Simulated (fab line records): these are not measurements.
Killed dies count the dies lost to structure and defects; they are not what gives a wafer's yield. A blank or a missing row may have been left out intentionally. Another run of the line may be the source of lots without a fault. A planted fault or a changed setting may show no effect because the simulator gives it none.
Chamber matching :: flow n5 finfet :: 4 sister chambers for N5_HKMG_FIN_ETCH_32 on rie diel-02
The step etches SOC in N2/H2, target depth 240 nm, time 300 s. 4 wafers are shown with their chamber, then 8 later ones without.

== WAFERS, EACH WITH ITS CHAMBER ==
wafer: L078.2
chamber: 1
showerhead plenum p Torr (Torr): 2.50

wafer: L082.1
chamber: 2
showerhead plenum p Torr (Torr): 2.50

wafer: L082.5
chamber: 3
showerhead plenum p Torr (Torr): 2.66

wafer: L083.1
chamber: 0
showerhead plenum p Torr (Torr): 2.55

== WAFERS WHOSE CHAMBER IS MISSING ==
wafer: L083.3
showerhead plenum p Torr (Torr): 2.66

wafer: L083.4
showerhead plenum p Torr (Torr): 2.50

wafer: L084.2
showerhead plenum p Torr (Torr): 2.50

wafer: L084.4
showerhead plenum p Torr (Torr): 2.66

wafer: L084.6
showerhead plenum p Torr (Torr): 2.49

wafer: L087.3
showerhead plenum p Torr (Torr): 2.50

wafer: L087.4
showerhead plenum p Torr (Torr): 2.54

wafer: L087.5
showerhead plenum p Torr (Torr): 2.50

== WHICH CHAMBER EACH WENT THROUGH ==
wafer: L083.3
from the rows above: 3
in truth: 3

wafer: L083.4
from the rows above: can't be placed: 1 or 2
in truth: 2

wafer: L084.2
from the rows above: can't be placed: 1 or 2
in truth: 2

wafer: L084.4
from the rows above: 3
in truth: 3

wafer: L084.6
from the rows above: can't be placed: 1 or 2
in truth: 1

wafer: L087.3
from the rows above: can't be placed: 1 or 2
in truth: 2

wafer: L087.4
from the rows above: 0
in truth: 0

wafer: L087.5
from the rows above: can't be placed: 1 or 2
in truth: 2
3 of 8 placed correctly. These rows do not allow placing 5 (true chamber among the candidates in 5). Number placed wrongly: 0.
How it was worked out, from the rows above alone: a wafer's distance from a chamber is the root of the sum, over the readings, of the square of ((its reading less the chamber's mean) divided by the reading's scatter). The wafer belongs to the nearest chamber; if the next one is less than 2 further off, it can't be placed. A chamber's mean is the mean of its shown wafers. The scatter: root of mean squared gap, hidden wafer to nearest shown wafer, with one shown wafer a chamber.
